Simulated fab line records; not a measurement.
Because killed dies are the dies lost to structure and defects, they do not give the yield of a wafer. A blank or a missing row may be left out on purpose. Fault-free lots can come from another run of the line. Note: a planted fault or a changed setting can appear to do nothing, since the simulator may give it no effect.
fab line records	flow n5_finfet
record lots=7	wafers=21	last_day=17
route steps=1938 shown BEOL_M8@1341
lots with no fault: from the same line, run without faults
start_h: start of the lot's first displayed wafer, in hours after the record's first day	wait_h: hours from the lot's prior step to this one	" the same as in the row above	L1.1+2: several wafers, shown together as one row	- no value present, or no start provided	* or withheld: withheld	< > ~ a bound
route shown NAME@n: NAME is a module with steps in the file, n the number in the route of the first one	usual: mean/standard deviation of fault-free wafers	same: alike in all rows	chamber/n: place in a boat	sites: per-site readings	_std_site: the values' standard deviation	_edge_site: the outer-site mean with the inner-site mean subtracted	radius_mm: for every site, how far away it sits from the centre of the wafer	mask NAME#n: copy n	behind: the tool/chamber that last shaped the wafer	hold: why the lot was held/for how many hours/how that ended	device: the transistor (n, p or np) that didn't switch	end of line: tests of these same wafers at the route's end	a step with no rows: only its recipe	killed: the dies lost at the first sort to structure and to defects; this is not the yield of the wafer	map: the dies of a wafer, with x for killed, . for not killed, _ for no die there
set.NAME: setting as actually run; set.NAME@STEP: the setting as run at that earlier step	model.NAME: the simulator's own value behind a step, which no gauge read
lots seen at some steps along the route; tables by step, rows by wafer
services: the hour from which a tool's chamber was out of use, counted from the record's first day as start_h (under 0 if before that day), plus the number of hours and why
## steps
# step N5_BEOL_M8_SOFTBAKE_06
# recipe temp_c=110	time_s=60	resist=CAR-ArF
# step N5_BEOL_M8_EXPOSE_08
# recipe mask_id=M8	na=1.35	source_shape=dipole	sigma_inner=0.817	sigma_outer=0.97	polarization=te	dose_mj=68.25
# step N5_BEOL_M8_PEB_09
# recipe peb_temp_c=withheld	peb_time_s=60	resist=CAR-ArF
# step N5_BEOL_M8_DEVELOP_10
# recipe develop_time_s=30	developer=TMAH	resist=CAR-ArF	rinse_liquid=diw	dry=air_spin	dev_temp_c=23
# step N5_BEOL_M8_CD_MEAS_11
# recipe target_cd_nm=38.5	landing_energy_ev=500	detector=se_inlens	polarity=opening
# usual cd_nm=38.4/0.56
lot.wafer	tool	chamber	start_h	wait_h	cd_nm
L824.2	cd_sem-01	0	196.20	-	38.5
L824.4	"	0	"	"	38.2
L824.5	"	0	"	"	37.9
L831.2	cd_sem-01	0	246.67	-	38.3
L831.4	"	0	"	"	39.0
L831.5	"	0	"	"	39.5
L834.3	cd_sem-01	0	262.46	-	38.5
L834.4	"	0	"	"	37.6
L834.6	"	0	"	"	38.5
L843.2	cd_sem-03	0	318.19	-	38.2
L843.5	"	0	"	"	37.9
L843.6	"	0	"	"	38.2
L845.1	cd_sem-01	0	328.29	-	38.6
L845.3	"	0	"	"	38.8
L845.6	"	0	"	"	38.2
L844.2	cd_sem-03	0	342.32	-	38.7
L844.4	"	0	"	"	38.4
L844.5	"	0	"	"	38.5
L846.2	cd_sem-03	0	352.19	-	37.6
L846.3	"	0	"	"	38.9
L846.6	"	0	"	"	38.5
# step N5_BEOL_M8_OVL_MEAS_12
# recipe points_per_wafer=44
# usual M8_OVL=-0.3/0.6
lot.wafer	tool	chamber	start_h	wait_h	M8_OVL[nm]
L824.2	overlay-01	0	196.23	0.0	0.5
L824.4	"	0	"	"	-0.2
L824.5	"	0	"	"	-1.1
L831.2	overlay-02	0	246.70	0.0	-0.8
L831.4	"	0	"	"	0.6
L831.5	"	0	"	"	-0.4
L834.3	overlay-02	0	262.49	0.0	-0.9
L834.4	"	0	"	"	-0.9
L834.6	"	0	"	"	-0.6
L843.2	overlay-02	0	318.22	0.0	-0.5
L843.5	"	0	"	"	-0.5
L843.6	"	0	"	"	0.7
L845.1	overlay-01	0	328.32	0.0	-0.8
L845.3	"	0	"	"	-1.1
L845.6	"	0	"	"	-0.4
L844.2	overlay-02	0	342.35	0.0	-0.3
L844.4	"	0	"	"	0.9
L844.5	"	0	"	"	-0.3
L846.2	overlay-02	0	352.22	0.0	-0.4
L846.3	"	0	"	"	0.0
L846.6	"	0	"	"	-0.3
# step N5_BEOL_M8_INSPECT_13
# recipe mode=adi	inspect_instrument=brightfield
# usual raw_defect_count=367/93
lot.wafer	tool	chamber	start_h	wait_h	raw_defect_count
L824.2	defect_inspect-01	-	196.26	0.0	253
L824.4	"	-	"	"	361
L824.5	"	-	"	"	270
L831.2	defect_inspect-01	-	246.73	0.0	351
L831.4	"	-	"	"	394
L831.5	"	-	"	"	365
L834.3	defect_inspect-02	-	262.51	0.0	430
L834.4	"	-	"	"	641
L834.6	"	-	"	"	303
L843.2	defect_inspect-01	-	318.24	0.0	420
L843.5	"	-	"	"	445
L843.6	"	-	"	"	259
L845.1	defect_inspect-01	-	328.34	0.0	317
L845.3	"	-	"	"	322
L845.6	"	-	"	"	288
L844.2	defect_inspect-01	-	342.38	0.0	360
L844.4	"	-	"	"	445
L844.5	"	-	"	"	445
L846.2	defect_inspect-01	-	352.24	0.0	357
L846.3	"	-	"	"	251
L846.6	"	-	"	"	300
# step N5_BEOL_M8_DESCUM_16
# recipe chemistry=O2	time_s=7.9	source_power_w=50	bias_power_w=20	pressure_mtorr=20	rf_frequency_hz=2.712e+07	temp_c=40	resist=CAR-ArF	o2_flow_sccm=225
# usual drypump_motor_current_A=5.7/0.46	oes_product_au=0.80/0.11	rf_vpp_V=243.4/1.7	showerhead_plenum_p_Torr=2.11/0.11	throttle_valve_pct=20.41/0.24
lot.wafer	tool	chamber	start_h	wait_h	drypump_motor_current_A	oes_product_au	rf_hours_counter_h	rf_vpp_V	showerhead_plenum_p_Torr	throttle_valve_pct
L824.2	rie_diel-05	2	196.35	0.1	5.5	0.67	248	240.9	1.97	20.50
L824.4	"	1	"	"	6.6	0.97	16	245.5	2.25	20.57
L824.5	"	1	"	"	6.6	0.96	-	245.3	2.25	20.58
L831.2	rie_diel-01	0	247.12	0.4	5.5	0.77	107	243.2	2.11	20.33
L831.4	"	0	"	"	5.4	0.77	-	242.8	2.11	20.34
L831.5	"	1	"	"	6.1	0.68	-	242.3	2.05	20.52
L834.3	rie_diel-01	0	262.59	0.1	5.5	0.77	114	243.8	2.11	20.34
L834.4	"	2	"	"	6.4	0.97	-	245.9	2.13	19.95
L834.6	"	1	"	"	6.1	0.68	-	242.3	2.04	20.52
L843.2	rie_diel-05	0	318.28	0.0	5.3	0.71	210	239.9	1.88	20.63
L843.5	"	2	"	"	5.5	0.88	-	244.7	2.22	20.09
L843.6	"	0	"	"	5.3	0.71	-	240.8	1.88	20.64
L845.1	rie_diel-06	2	328.51	0.2	5.6	0.96	6	242.8	2.24	20.12
L845.3	"	0	"	"	6.0	0.72	201	244.6	2.18	20.72
L845.6	"	2	"	"	5.6	0.96	-	245.8	2.24	20.13
L844.2	rie_diel-06	0	342.75	0.4	6.0	0.71	206	243.0	2.18	20.74
L844.4	"	3	"	"	5.7	0.75	184	244.6	2.17	20.60
L844.5	"	0	"	"	6.0	0.72	-	243.7	2.18	20.72
L846.2	rie_diel-05	2	352.39	0.2	5.5	0.87	46	245.5	2.22	20.11
L846.3	"	1	"	"	6.6	0.88	72	244.8	2.23	20.66
L846.6	"	2	"	"	5.5	0.87	-	245.9	2.22	20.10
# step N5_BEOL_M8_ETCH_61
# recipe chemistry=CF4	target=SiARC	target_depth_a=455	mask_material=CAR-ArF	time_s=75.8	ion_energy_ev=80	pressure_mtorr=40	source_w=545	bias_w=36	Ar_flow_sccm=100	cf4_flow_sccm=100	ends=cleared
# usual drypump_motor_current_A=5.7/0.46	etch_rf_on_time_s=76.1/1.9	oes_product_au=0.69/0.092	rf_vpp_V=184.0/1.4	showerhead_plenum_p_Torr=2.16/0.095	throttle_valve_pct=15.61/0.27
lot.wafer	tool	chamber	start_h	wait_h	drypump_motor_current_A	etch_rf_on_time_s	oes_product_au	rf_hours_counter_h	rf_vpp_V	showerhead_plenum_p_Torr	throttle_valve_pct
L824.2	rie_diel-05	2	196.39	0.0	5.5	77.8	0.58	248	183.9	2.03	15.72
L824.4	"	1	"	"	6.6	73.8	0.82	16	186.2	2.29	15.65
L824.5	"	1	"	"	6.6	74.0	0.81	-	185.1	2.29	15.65
L831.2	rie_diel-01	0	247.16	0.0	5.5	77.9	0.64	107	183.1	2.15	15.42
L831.4	"	0	"	"	5.5	77.9	0.65	-	184.0	2.15	15.41
L831.5	"	1	"	"	6.1	79.2	0.59	-	182.6	2.13	15.99
L834.3	rie_diel-01	0	262.62	0.0	5.4	76.5	0.65	114	183.8	2.15	15.42
L834.4	"	2	"	"	6.3	73.2	0.84	-	185.0	2.18	15.18
L834.6	"	1	"	"	6.1	78.1	0.59	-	183.7	2.12	15.98
L843.2	rie_diel-05	0	318.31	0.0	5.3	77.4	0.61	210	182.5	1.96	15.96
L843.5	"	2	"	"	5.4	76.4	0.75	-	187.2	2.27	15.28
L843.6	"	0	"	"	5.3	77.1	0.60	-	180.7	1.96	15.93
L845.1	rie_diel-06	2	328.54	0.0	5.6	72.5	0.85	6	186.0	2.27	15.25
L845.3	"	0	"	"	6.0	79.1	0.61	201	184.2	2.20	15.70
L845.6	"	2	"	"	5.6	72.2	0.84	-	185.1	2.27	15.24
L844.2	rie_diel-06	0	342.78	0.0	6.0	79.1	0.60	206	183.5	2.20	15.70
L844.4	"	3	"	"	5.7	77.0	0.63	184	185.2	2.22	15.81
L844.5	"	0	"	"	6.0	78.9	0.60	-	184.1	2.20	15.71
L846.2	rie_diel-05	2	352.43	0.0	5.4	75.9	0.73	46	184.6	2.27	15.30
L846.3	"	1	"	"	6.6	73.4	0.73	72	183.8	2.27	15.77
L846.6	"	2	"	"	5.5	75.7	0.73	-	184.5	2.27	15.30
# step N5_BEOL_M8_ETCH_62
# recipe chemistry=N2/H2	target=SOC	target_depth_a=1100	overetch_a=220	mask_material=SiARC	temp_c=40	time_s=165	ion_energy_ev=200	pressure_mtorr=30	source_w=840	bias_w=150	n2_flow_sccm=200	h2_flow_sccm=200
# usual drypump_motor_current_A=5.7/0.46	h2_flow_sccm=200.0/0.56	oes_product_au=0.68/0.083	rf_vpp_V=524/3.3	showerhead_plenum_p_Torr=2.56/0.12	throttle_valve_pct=17.8/0.3
lot.wafer	tool	chamber	start_h	wait_h	drypump_motor_current_A	h2_flow_sccm	oes_product_au	rf_hours_counter_h	rf_vpp_V	showerhead_plenum_p_Torr	throttle_valve_pct
L824.2	rie_diel-05	2	196.44	0.0	5.4	200.5	0.59	248	520	2.40	17.9
L824.4	"	1	"	"	6.6	199.8	0.81	16	527	2.73	18.0
L824.5	"	1	"	"	6.6	199.8	0.81	-	528	2.73	18.0
L831.2	rie_diel-01	0	247.21	0.0	5.5	199.2	0.66	107	525	2.56	17.6
L831.4	"	0	"	"	5.5	199.9	0.66	-	524	2.56	17.6
L831.5	"	1	"	"	6.2	199.5	0.60	-	524	2.53	18.2
L834.3	rie_diel-01	0	262.68	0.0	5.5	200.0	0.65	114	525	2.56	17.7
L834.4	"	2	"	"	6.3	200.2	0.82	-	526	2.60	17.3
L834.6	"	1	"	"	6.1	199.9	0.59	-	523	2.52	18.2
L843.2	rie_diel-05	0	318.37	0.0	5.3	199.2	0.61	210	517	2.33	18.3
L843.5	"	2	"	"	5.4	199.6	0.75	-	529	2.70	17.5
L843.6	"	0	"	"	5.3	200.3	0.61	-	518	2.33	18.3
L845.1	rie_diel-06	2	328.60	0.0	5.6	199.8	0.81	6	528	2.71	17.5
L845.3	"	0	"	"	6.0	199.1	0.62	201	526	2.62	18.0
L845.6	"	2	"	"	5.6	200.1	0.82	-	529	2.71	17.5
L844.2	rie_diel-06	0	342.84	0.0	6.0	199.2	0.62	206	527	2.62	18.0
L844.4	"	3	"	"	5.7	199.8	0.63	184	526	2.61	17.8
L844.5	"	0	"	"	6.0	200.3	0.61	-	526	2.62	18.0
L846.2	rie_diel-05	2	352.48	0.0	5.4	200.7	0.74	46	528	2.70	17.5
L846.3	"	1	"	"	6.6	200.9	0.73	72	527	2.71	18.0
L846.6	"	2	"	"	5.4	200.9	0.73	-	530	2.70	17.5
# step N5_BEOL_M8_STRIP_68
# recipe chemistry=N2/H2	temp_c=40	n2_flow_sccm=200	h2_flow_sccm=200	rf_frequency_hz=6e+07
# step N5_BEOL_M8_STRIP_67
# recipe chemistry=CF4	resist=SiARC	power_w=300	bias_power_w=75	pressure_mtorr=50	cf4_flow_sccm=150	rf_frequency_hz=6e+07
# usual drypump_motor_current_A=5.7/0.46	oes_product_au=0.80/0.098	rf_vpp_V=271.3/2	showerhead_plenum_p_Torr=1.81/0.078	throttle_valve_pct=13.58/0.29
lot.wafer	tool	chamber	start_h	wait_h	drypump_motor_current_A	oes_product_au	rf_hours_counter_h	rf_vpp_V	showerhead_plenum_p_Torr	throttle_valve_pct
L824.2	rie_diel-05	2	196.59	0.0	5.4	0.69	248	268.9	1.69	13.71
L824.4	"	1	"	"	6.6	0.95	16	273.2	1.91	13.54
L824.5	"	1	"	"	6.6	0.94	-	273.5	1.91	13.54
L831.2	rie_diel-01	0	247.36	0.0	5.4	0.77	107	270.1	1.80	13.39
L831.4	"	0	"	"	5.4	0.78	-	271.5	1.80	13.38
L831.5	"	1	"	"	6.1	0.70	-	270.6	1.79	14.02
L834.3	rie_diel-01	0	262.82	0.0	5.4	0.77	114	271.8	1.79	13.39
L834.4	"	2	"	"	6.4	0.97	-	272.4	1.83	13.11
L834.6	"	1	"	"	6.1	0.70	-	269.8	1.79	14.05
L843.2	rie_diel-05	0	318.51	0.0	5.3	0.71	210	268.1	1.64	13.91
L843.5	"	2	"	"	5.4	0.88	-	273.4	1.89	13.20
L843.6	"	0	"	"	5.3	0.71	-	268.4	1.64	13.92
L845.1	rie_diel-06	2	328.74	0.0	5.6	0.96	6	273.8	1.91	13.24
L845.3	"	0	"	"	6.0	0.72	201	273.4	1.84	13.69
L845.6	"	2	"	"	5.6	0.96	-	274.4	1.91	13.22
L844.2	rie_diel-06	0	342.99	0.0	6.0	0.72	206	271.9	1.84	13.68
L844.4	"	3	"	"	5.7	0.74	184	272.0	1.87	13.79
L844.5	"	0	"	"	6.0	0.73	-	272.8	1.84	13.70
L846.2	rie_diel-05	2	352.63	0.0	5.4	0.86	46	273.8	1.89	13.25
L846.3	"	1	"	"	6.6	0.85	72	272.6	1.90	13.66
L846.6	"	2	"	"	5.4	0.85	-	272.4	1.89	13.23
# step N5_BEOL_M8_HM_OPEN_17
# recipe chemistry=Cl2/BCl3	target_depth_a=200	overetch_a=60	target=TiN	mask_material=SOC	ion_energy_ev=150	pressure_mtorr=10	icp_w=1000	bias_w=126	Cl2_flow_sccm=53.25	bcl3_flow_sccm=21.75	Ar_flow_sccm=25
# usual bcl3_flow_sccm=21.75/0.075	bias_w=126.0/0.35	drypump_motor_current_A=5.3/0.34	oes_product_au=0.71/0.084	throttle_valve_pct=22.2/0.35
lot.wafer	tool	chamber	start_h	wait_h	bcl3_flow_sccm	bias_w	drypump_motor_current_A	oes_product_au	rf_hours_counter_h	throttle_valve_pct	model.SOC_of_BEOL_M8_COAT_59.thk_nm
L824.2	rie_metal-02	0	196.63	0.0	21.58	125.9	5.7	0.71	19	21.6	92.4
L824.4	"	1	"	"	21.66	125.8	5.0	0.81	-	22.4	92.2
L824.5	"	0	"	"	21.66	126.1	5.6	0.71	-	21.6	92.4
L831.2	rie_metal-02	1	247.40	0.0	21.74	125.6	5.0	0.80	10	22.4	92.2
L831.4	"	1	"	"	21.82	126.8	5.0	0.80	-	22.4	92.2
L831.5	"	1	"	"	21.68	125.9	5.0	0.79	-	22.4	92.4
L834.3	rie_metal-03	1	262.89	0.1	21.72	126.2	4.9	0.78	-	22.5	92.2
L834.4	"	0	"	"	21.71	125.2	5.4	0.61	-	22.4	91.8
L834.6	"	1	"	"	21.66	125.9	4.9	0.77	-	22.5	92
L843.2	rie_metal-02	0	318.55	0.0	-	-	-	-	-	-	100
L843.5	"	1	"	"	-	-	-	-	-	-	99.8
L843.6	"	0	"	"	-	-	-	-	-	-	100
L845.1	rie_metal-03	0	328.78	0.0	-	-	-	-	-	-	100.2
L845.3	"	1	"	"	-	-	-	-	-	-	100.2
L845.6	"	0	"	"	-	-	-	-	-	-	100
L844.2	rie_metal-01	1	343.03	0.0	-	-	-	-	-	-	100.2
L844.4	"	0	"	"	-	-	-	-	-	-	100.2
L844.5	"	1	"	"	-	-	-	-	-	-	100
L846.2	rie_metal-03	0	352.67	0.0	21.79	126.0	5.4	0.60	73	22.5	92
L846.3	"	0	"	"	21.73	125.9	5.4	0.60	-	22.5	92.2
L846.6	"	1	"	"	21.63	125.7	4.9	0.76	-	22.6	92.4
# step N5_BEOL_M8_STRIP_19
# recipe chemistry=O2	power_w=400	temp_c=40	pressure_mtorr=30	rf_frequency_hz=6e+07	bias_power_w=0	overash_fraction=0.2	o2_flow_sccm=225
# usual drypump_motor_current_A=5.7/0.37	oes_product_au=0.78/0.097	rf_vpp_V=3.7/0.59	showerhead_plenum_p_Torr=2.10/0.089	throttle_valve_pct=16.68/0.22
lot.wafer	tool	chamber	start_h	wait_h	drypump_motor_current_A	oes_product_au	rf_hours_counter_h	rf_vpp_V	showerhead_plenum_p_Torr	throttle_valve_pct
L824.2	rie_diel-01	1	196.74	0.1	6.1	0.70	202	3.4	2.06	16.82
L824.4	"	2	"	"	6.3	0.67	237	4.1	2.14	16.66
L824.5	"	3	"	"	5.3	0.70	-	3.5	2.07	16.69
L831.2	rie_diel-01	3	247.52	0.1	5.3	0.69	245	2.9	2.06	16.72
L831.4	"	3	"	"	5.3	0.70	-	3.2	2.06	16.74
L831.5	"	1	"	"	6.1	0.69	-	3.0	2.05	16.85
L834.3	rie_diel-01	1	262.99	0.1	6.1	0.69	228	4.2	2.05	16.86
L834.4	"	2	"	"	6.3	0.96	-	4.7	2.14	16.21
L834.6	"	1	"	"	6.1	0.69	-	2.8	2.05	16.86
L843.2	rie_diel-06	2	318.66	0.1	5.6	0.99	2	4.1	2.25	16.36
L843.5	"	2	"	"	5.6	0.97	-	4.1	2.25	16.35
L843.6	"	1	"	"	5.8	0.87	-	4.8	2.04	16.50
L845.1	rie_diel-05	2	328.89	0.1	5.4	0.88	38	4.5	2.23	16.35
L845.3	"	0	"	"	5.3	0.71	214	3.9	1.89	16.93
L845.6	"	2	"	"	5.4	0.87	-	3.5	2.23	16.37
L844.2	rie_diel-06	2	343.21	0.1	5.6	0.93	10	4.4	2.25	16.36
L844.4	"	3	"	"	5.7	0.74	185	2.6	2.17	16.85
L844.5	"	0	"	"	6.0	0.72	-	3.7	2.19	16.93
L846.2	rie_diel-05	0	352.88	0.2	5.3	0.70	220	3.6	1.88	16.93
L846.3	"	2	"	"	5.4	0.87	46	4.3	2.22	16.38
L846.6	"	0	"	"	5.3	0.69	-	3.4	1.89	16.91
# step N5_BEOL_M8_CD_MEAS_18
# recipe pitch_nm=80	target_cd_nm=40
# usual cd_nm=40.1/0.64
lot.wafer	tool	chamber	start_h	wait_h	cd_nm
L824.2	cd_sem-02	-	196.81	0.1	40.2
L824.4	"	-	"	"	40.0
L824.5	"	-	"	"	39.8
L831.2	cd_sem-03	-	247.59	0.1	40.0
L831.4	"	-	"	"	40.2
L831.5	"	-	"	"	41.4
L834.3	cd_sem-03	-	263.07	0.1	40.2
L834.4	"	-	"	"	39.4
L834.6	"	-	"	"	40.5
L843.2	cd_sem-01	-	318.74	0.1	-
L843.5	"	-	"	"	-
L843.6	"	-	"	"	-
L845.1	cd_sem-03	-	328.96	0.0	-
L845.3	"	-	"	"	-
L845.6	"	-	"	"	-
L844.2	cd_sem-03	-	343.28	0.1	-
L844.4	"	-	"	"	-
L844.5	"	-	"	"	-
L846.2	cd_sem-01	-	352.96	0.1	39.4
L846.3	"	-	"	"	40.5
L846.6	"	-	"	"	40.1
# step N5_BEOL_M8_COAT_63
# recipe resist=SOC	temp_c=250	time_s=60	spin_rpm=1500	resist_thk_nm=60
## services
tool	chamber	start_h	hours	kind
rie_diel-05	2	204.27	-	clean
rie_diel-05	2	204.27	-	consumable_replace:focus_ring
rie_diel-05	2	204.27	-	consumable_replace:showerhead
rie_diel-05	2	204.27	26.8	scheduled_down
rie_diel-05	2	204.27	26.8	vent_cycle
rie_diel-05	1	221.26	6.6	repair
rie_metal-03	0	234.74	7.5	repair
rie_diel-01	2	235.67	-	clean
rie_diel-01	2	235.67	-	consumable_replace:focus_ring
rie_diel-01	2	235.67	13.8	scheduled_down
rie_diel-01	2	235.67	13.8	vent_cycle
rie_diel-01	2	252.91	7.8	repair
rie_diel-01	3	260.69	-	clean
rie_diel-01	3	260.69	-	consumable_replace:focus_ring
rie_diel-01	3	260.69	22.1	scheduled_down
rie_diel-01	3	260.69	22.1	vent_cycle
rie_diel-05	3	297.49	-	clean
rie_diel-05	3	297.49	-	consumable_replace:focus_ring
rie_diel-05	3	297.49	20.9	scheduled_down
rie_diel-05	3	297.49	20.9	vent_cycle
rie_diel-06	3	309.61	11.3	repair
rie_diel-01	1	318.59	-	clean
rie_diel-01	3	331.39	3.3	repair
rie_metal-01	1	343.94	10.0	repair
## key
first_sign step=N5_BEOL_M8_HM_OPEN_17	reading=tool_record	direction=missing
effect step=N5_BEOL_M8_CD_MEAS_18	reading=cd_nm	direction=missing
model_effect step=N5_BEOL_M8_HM_OPEN_17	value=SOC_of_BEOL_M8_COAT_59.thk_nm	without=92.09	struck=100.1
met_at N5_BEOL_M8_HM_OPEN_17
struck_wafers L843.2,L843.5,L843.6,L844.2,L844.4,L844.5,L845.1,L845.3,L845.6
later_rows_left_out L843.2,L843.5,L843.6,L844.2,L844.4,L844.5,L845.1,L845.3,L845.6
sort_left_out L843.2,L843.5,L843.6,L844.2,L844.4,L844.5,L845.1,L845.3,L845.6
onset_between 262.89 318.55
fault kind=skipped_step_whole	tool=rie_metal-01,rie_metal-02,rie_metal-03	chamber=-	onset_h=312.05	steps=N5_BEOL_M8_HM_OPEN_17	scope=struck_lots_only
# sort_left_out: the simulated sort isn't trusted on such a fault, so these wafers' sort isn't shown, and their yield isn't known
# later_rows_left_out: the simulator's readings of these wafers behind a module that went badly wrong aren't trusted and aren't shown, but for the sort
